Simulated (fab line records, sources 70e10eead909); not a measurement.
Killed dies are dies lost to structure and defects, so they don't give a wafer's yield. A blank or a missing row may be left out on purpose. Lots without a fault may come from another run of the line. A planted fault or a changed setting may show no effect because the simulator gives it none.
fab line records | flow nand_harc
record lots=14 wafers=42 last_day=34
route steps=1302 shown A_M1@1194 THIN_TSV@1245 END@1302
lots that met no fault: from a run of the same line without faults
start_h: hours from the record's first day to the start of the lot's first wafer shown | wait_h: hours since the lot's step before | " the same as in the row above | L1.1+2: a row that stands for several wafers | - no value, or no start given | * or withheld: withheld | < > ~ a bound
route shown NAME@n: a module of which the file shows steps, and the number in the route of the first | usual: mean/standard deviation of fault-free wafers | same: alike in all rows | chamber/n: place in a boat | sites: the reading at each site | _std_site: their standard deviation | _edge_site: outer sites' mean less inner sites' | radius_mm: how far each site lies from the wafer's centre | mask NAME#n: copy n | behind: the tool/chamber that last shaped the wafer | hold: why the lot was held/for how many hours/how that ended | device: the transistor (n, p or np) that didn't switch | end of line: the same wafers' tests at the end of the route | a step without rows: its recipe alone | killed: dies lost to structure and defects at the first sort, not the wafer's yield | map: a wafer's dies, x killed, . not, _ none there
set.NAME: the setting as run; set.NAME@STEP: as run at that earlier step | model.NAME: the simulator's own value behind a step, which no gauge read
steps of the route over a sample of lots; a table a step, a row a wafer
services: from which hour (start_h, from the record's first day; less than 0 if before it) a tool's chamber was out of use, for how many hours, and why
## steps
# step NHARC_A_M1_ANNEAL_31
# recipe temp_c=225 time_s=90
# usual wafer_temp_C_max=226.5/0.33
# columns lot.wafer tool chamber start_h wait_h wafer_temp_C_max
L988.1 rtp_anneal-01 0 548.63 0.3 226.6
L988.2 " 0 " " 226.7
L988.3 " 0 " " 226.5
L987.2 rtp_anneal-01 0 552.11 0.3 226.5
L987.4 " 0 " " 227.4
L987.5 " 0 " " 226.3
L989.1 rtp_anneal-02 0 559.30 - 226.4
L989.2 " 0 " " 226.3
L989.3 " 0 " " 226.5
L994.2 rtp_anneal-02 0 623.86 0.4 226.8
L994.5 " 0 " " 226.0
L994.6 " 0 " " 226.5
L995.2 rtp_anneal-02 0 625.52 0.4 226.6
L995.4 " 0 " " 226.8
L995.6 " 0 " " 226.7
L996.3 rtp_anneal-02 0 626.85 - 226.6
L996.5 " 0 " " 226.3
L996.6 " 0 " " 226.8
L997.2 rtp_anneal-02 0 640.64 0.3 226.0
L997.3 " 0 " " 226.8
L997.5 " 0 " " 227.3
L999.1 rtp_anneal-02 0 671.53 0.3 226.5
L999.2 " 0 " " 226.9
L999.4 " 0 " " 226.5
L100.1 rtp_anneal-01 0 678.25 - 226.4
L100.5 " 0 " " 226.1
L100.6 " 0 " " 226.7
L102.1 rtp_anneal-01 0 699.07 - 226.6
L102.4 " 0 " " 226.2
L102.5 " 0 " " 226.0
L105.2 rtp_anneal-02 0 715.20 - 226.2
L105.4 " 0 " " 226.2
L105.5 " 0 " " 226.2
L103.1 rtp_anneal-01 0 717.64 - 225.9
L103.3 " 0 " " 225.8
L103.5 " 0 " " 226.4
L107.2 rtp_anneal-01 0 752.08 - 225.9
L107.3 " 0 " " 226.2
L107.5 " 0 " " 226.0
L108.2 rtp_anneal-02 0 766.26 - 226.1
L108.3 " 0 " " 226.1
L108.4 " 0 " " 227.0
# step NHARC_THIN_TSV_CMP_01
# recipe target_thk_um=3
# usual motor_current_A=12.4/1.1
# columns lot.wafer tool chamber start_h wait_h motor_current_A
L988.3 cmp-01 0 566.53 0.6 12.8
L988.1 " 1 " " 12.7
L988.2 " 2 " " 14.0
L987.2 cmp-02 3 567.77 0.9 13.3
L987.4 " 0 " " 13.1
L987.5 " 3 " " 13.1
L989.1 cmp-02 3 577.26 1.0 13.3
L989.2 " 0 " " 13.3
L989.3 " 1 " " 11.7
L994.2 cmp-01 2 637.98 0.9 13.5
L994.6 " 0 " " 12.9
L994.5 " 1 " " 13.0
L996.3 cmp-03 1 644.36 0.7 10.9
L996.5 " 0 " " 10.8
L996.6 " 1 " " 11.5
L995.4 cmp-01 1 645.60 0.5 12.7
L995.2 " 2 " " 13.9
L995.6 " 3 " " 13.1
L997.3 cmp-02 1 658.93 0.6 11.2
L997.2 " 2 " " 12.2
L997.5 " 1 " " 11.0
L999.1 cmp-02 0 688.88 1.0 14.2
L999.4 " 1 " " 11.5
L999.2 " 3 " " 13.6
L100.1 cmp-01 3 696.68 1.0 12.5
L100.6 " 3 " " 13.2
L100.5 " 0 " " 13.0
L102.1 cmp-03 2 715.51 1.0 10.0
L102.4 " 3 " " 12.4
L102.5 " 2 " " 9.9
L105.2 cmp-03 0 732.44 0.8 10.8
L105.4 " 1 " " 11.2
L105.5 " 1 " " 11.2
L103.3 cmp-02 2 733.65 0.6 12.1
L103.1 " 3 " " 13.1
L103.5 " 2 " " 11.3
L107.2 cmp-03 2 768.34 0.8 10.1
L107.3 " 3 " " 12.2
L107.5 " 2 " " 9.9
L108.4 cmp-01 3 808.52 0.5 13.9
L108.3 " 0 " " 12.3
L108.2 " 1 " " 12.2
# step NHARC_THIN_TSV_ETCH_15
# recipe target_depth_a=30000 bosch_target_overetch_cycles=2 bosch_etch_step_s=2.8 bosch_dep_step_s=1.2 bosch_cycles=14
# usual drypump_motor_current_A=5.8/0.53
# columns lot.wafer tool chamber start_h wait_h drypump_motor_current_A rf_hours_counter_h
L988.1 rie_si-01 0 568.67 - 6.1 0.06
L988.2 " 2 " " 5.8 0.06
L988.3 " 3 " " 5.9 0.06
L987.2 rie_si-05 3 569.75 - 5.6 0.61
L987.4 " 1 " " 6.8 0.43
L987.5 " 0 " " 5.3 -
L989.3 rie_si-01 3 579.37 - 6.0 0.11
L989.1 " 1 " " 6.1 0.06
L989.2 " 2 " " 5.8 0.11
L994.2 rie_si-01 0 639.97 - 6.0 0.42
L994.6 " 1 " " 6.1 -
L994.5 " 3 " " 5.9 -
L996.3 rie_si-05 2 646.50 - 5.4 0.95
L996.5 " 1 " " 6.8 -
L996.6 " 3 " " 5.6 -
L995.2 rie_si-06 1 647.82 - 4.8 0.25
L995.4 " 3 " " 6.3 0.19
L995.6 " 1 " " 4.8 -
L997.3 rie_si-01 2 660.91 - 5.8 0.42
L997.2 " 1 " " 6.1 0.42
L997.5 " 1 " " 6.1 -
L999.2 rie_si-06 0 690.89 - 6.0 0.47
L999.4 " 1 " " 4.7 0.46
L999.1 " 2 " " 5.8 0.39
L100.1 rie_si-05 3 698.69 - 5.6 0.17
L100.6 " 3 " " 5.6 -
L100.5 " 0 " " 5.3 -
L102.1 rie_si-05 3 717.60 - 5.6 0.27
L102.4 " 0 " " 5.3 0.32
L102.5 " 1 " " 6.8 -
L105.4 rie_si-01 2 734.46 - 5.8 0
L105.2 " 3 " " 5.9 0
L105.5 " 2 " " 5.8 -
L103.1 rie_si-05 3 735.67 - 5.6 0.35
L103.3 " 0 " " 5.3 0.37
L103.5 " 2 " " 5.4 -
L107.3 rie_si-05 0 770.36 - 5.3 0.53
L107.2 " 1 " " 6.8 0.59
L107.5 " 3 " " 5.6 -
L108.2 rie_si-06 0 810.79 - 6.0 0.14
L108.4 " 1 " " 4.8 0.15
L108.3 " 2 " " 5.8 0.11
# step NHARC_THIN_TSV_STRIP_62
# recipe power_w=1500 temp_c=250 time_s=20 chemistry=N2/H2
# usual drypump_motor_current_A=5.5/0.53 heater_power_w=341/14 temp_c=250.02/0.19
# columns lot.wafer tool chamber start_h wait_h drypump_motor_current_A heater_power_w rf_hours_counter_h temp_c
L988.2 plasma_asher-02 1 570.44 - - - - -
L988.1 " 0 " " - - - -
L988.3 " 0 " " - - - -
L987.2 plasma_asher-01 0 571.59 - - - - -
L987.4 " 0 " " - - - -
L987.5 " 0 " " - - - -
L989.2 plasma_asher-02 0 581.15 - 4.8 330 30 250.01
L989.1 " 1 " " 5.2 334 30 250.10
L989.3 " 0 " " 4.8 331 - 250.26
L994.2 plasma_asher-01 1 641.76 - 6.2 368 23 249.90
L994.6 " 0 " " 5.7 323 - 250.01
L994.5 " 1 " " 6.2 370 - 249.91
L996.3 plasma_asher-02 1 648.39 - 5.2 327 - 249.81
L996.5 " 1 " " 5.2 336 - 249.99
L996.6 " 0 " " 4.8 334 - 249.91
L995.2 plasma_asher-01 1 649.67 - 6.2 358 25 250.30
L995.4 " 0 " " 5.7 329 - 250.01
L995.6 " 0 " " 5.7 326 - 250.10
L997.2 plasma_asher-01 0 662.97 - 5.7 335 27 250.01
L997.3 " 0 " " 5.7 330 - 250.00
L997.5 " 0 " " 5.7 326 - 250.42
L999.1 plasma_asher-01 1 693.42 - 6.2 360 32 249.80
L999.2 " 0 " " 5.7 330 32 249.85
L999.4 " 1 " " 6.2 357 - 249.87
L100.1 plasma_asher-02 1 700.74 - 5.2 332 18 250.28
L100.5 " 1 " " 5.2 332 - 250.01
L100.6 " 0 " " 4.8 335 - 250.20
L102.1 plasma_asher-02 1 719.38 - 5.2 336 23 249.82
L102.4 " 0 " " 4.8 351 - 249.98
L102.5 " 0 " " 4.8 344 - 250.18
L105.2 plasma_asher-01 1 736.22 - 6.2 352 7 250.27
L105.4 " 1 " " 6.2 361 - 250.10
L105.5 " 1 " " 6.2 361 - 250.37
L103.1 plasma_asher-02 1 737.43 - 5.2 327 27 250.36
L103.3 " 0 " " 4.8 338 - 250.37
L103.5 " 1 " " 5.2 340 - 249.95
L107.2 plasma_asher-01 1 772.17 - 6.1 357 11 250.06
L107.3 " 1 " " 6.2 364 - 249.96
L107.5 " 1 " " 6.1 364 - 250.18
L108.2 plasma_asher-01 1 812.57 - 6.2 366 20 249.76
L108.4 " 1 " " 6.2 356 - 249.87
L108.3 " 0 " " 5.7 341 - 250.32
# step NHARC_END_SORT_01
# recipe temp_c=25
# usual defect_limited_yield=90/3.4 killed_at_array=62/22 killed_at_other=1.0/1.4 killed_at_periphery=4.2/2.8 killed_dies=67/23 killed_open=3.1/1.7 killed_short=2.1/1.5
# same gross_dies=677
# columns lot.wafer tool chamber start_h wait_h defect_limited_yield[%] killed_at_array killed_at_other killed_at_periphery killed_dies killed_open killed_short
L988.1 prober-01 0 580.08 2.5 91 47 9 6 62 10 5
L988.2 prober-01 0 580.88 2.8 92 45 7 2 54 7 2
L988.3 prober-01 0 581.68 3.1 91 53 5 4 62 6 2
L987.2 prober-01 0 588.71 2.8 88 71 7 2 80 5 3
L987.4 prober-01 0 590.29 3.4 89 64 6 6 76 6 3
L987.5 prober-01 0 591.08 3.7 86 76 7 10 93 10 2
# killed by level:class
L988.1 A_SLIT:chamber_film_flake=19 A_CHANNEL_HOLE_D2:chamber_film_flake=12 A_CONTACT:chamber_film_flake=5 THIN_TSV:geometric_particle:open=5 P_M0:chamber_film_flake=4 A_CHANNEL_FILL_D2:geometric_particle:open=2 THIN_TSV:geometric_particle:short=2 A_STAIRCASE:chamber_film_flake=2
L988.2 A_SLIT:chamber_film_flake=23 A_CHANNEL_HOLE_D2:chamber_film_flake=8 A_CONTACT:chamber_film_flake=6 THIN_TSV:geometric_particle:open=5 A_STAIRCASE:chamber_film_flake=3 A_CHANNEL_HOLE_D1:chamber_film_flake=2 P_STI:geometric_particle:short=1 A_ONON_D2:geometric_particle:open=1
L988.3 A_SLIT:chamber_film_flake=21 A_CONTACT:chamber_film_flake=10 A_CHANNEL_HOLE_D2:chamber_film_flake=9 A_CHANNEL_HOLE_D1:chamber_film_flake=3 P_GATE:chamber_film_flake=2 P_M0:chamber_film_flake=2 A_CHANNEL_FILL_D1:chamber_film_flake=2 A_STAIRCASE:chamber_film_flake=2
L987.2 A_CHANNEL_HOLE_D1:chamber_film_flake=34 A_CHANNEL_HOLE_D2:chamber_film_flake=31 THIN_TSV:geometric_particle:open=5 A_STAIRCASE:chamber_film_flake=3 THIN_TSV:geometric_particle:short=2 P_GATE:chamber_film_flake=2 A_CONTACT:chamber_film_flake=2 A_CHANNEL_FILL_D2:geometric_particle:short=1
L987.4 A_CHANNEL_HOLE_D1:chamber_film_flake=28 A_CHANNEL_HOLE_D2:chamber_film_flake=25 P_GATE:chamber_film_flake=5 THIN_TSV:geometric_particle:open=4 A_CONTACT:chamber_film_flake=4 THIN_TSV:geometric_particle:short=2 A_STAIRCASE:chamber_film_flake=2 P_M2:geometric_particle:open=1
L987.5 A_CHANNEL_HOLE_D2:chamber_film_flake=34 A_CHANNEL_HOLE_D1:chamber_film_flake=29 P_GATE:chamber_film_flake=8 THIN_TSV:geometric_particle:open=6 A_CONTACT:chamber_film_flake=5 A_ZERO_WELL:chamber_film_flake=2 P_GATE:geometric_particle:open=1 P_M0:geometric_particle:open=1
## services
# columns tool chamber start_h hours kind
cmp-02 - 526.65 4.0 pm
rie_si-01 1 527.85 4.3 repair
cmp-01 - 539.35 1.3 repair
cmp-01 - 542.23 0.2 repair
rie_si-01 - 547.00 9.0 pm
cmp-01 - 577.52 4.0 pm
plasma_asher-02 - 603.08 9.0 pm
plasma_asher-01 - 605.83 0.4 repair
cmp-02 - 619.36 2.4 repair
cmp-02 - 624.65 4.0 pm
cmp-02 - 637.93 1.8 repair
rie_si-01 2 639.87 1.2 repair
rie_si-05 0 642.40 6.6 repair
cmp-02 - 654.76 2.7 repair
rie_si-01 0 658.71 6.4 repair
rie_si-05 - 659.00 9.0 pm
cmp-01 - 675.52 4.0 pm
plasma_asher-02 - 691.04 3.2 repair
plasma_asher-01 - 696.79 9.0 pm
cmp-02 - 722.65 4.0 pm
rie_si-01 - 724.00 9.0 pm
rtp_anneal-02 - 744.00 12.0 pm
plasma_asher-01 - 754.64 11.4 repair
plasma_asher-02 - 780.08 9.0 pm
## key
first_sign step=NHARC_THIN_TSV_STRIP_62 reading=tool_record direction=missing
effect step=NHARC_END_SORT_01 reading=killed_at_other direction=up sigmas=4.1 usual=1.0 struck=6.8
met_at NHARC_THIN_TSV_STRIP_62
struck_lots L987,L988
not_acting_at NHARC_A_M1_ANNEAL_31,NHARC_THIN_TSV_CMP_01,NHARC_THIN_TSV_ETCH_15
fault kind=skipped_step_whole tool=plasma_asher-01,plasma_asher-02 chamber=- onset_h=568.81 steps=NHARC_THIN_TSV_STRIP_62 scope=struck_lots_only
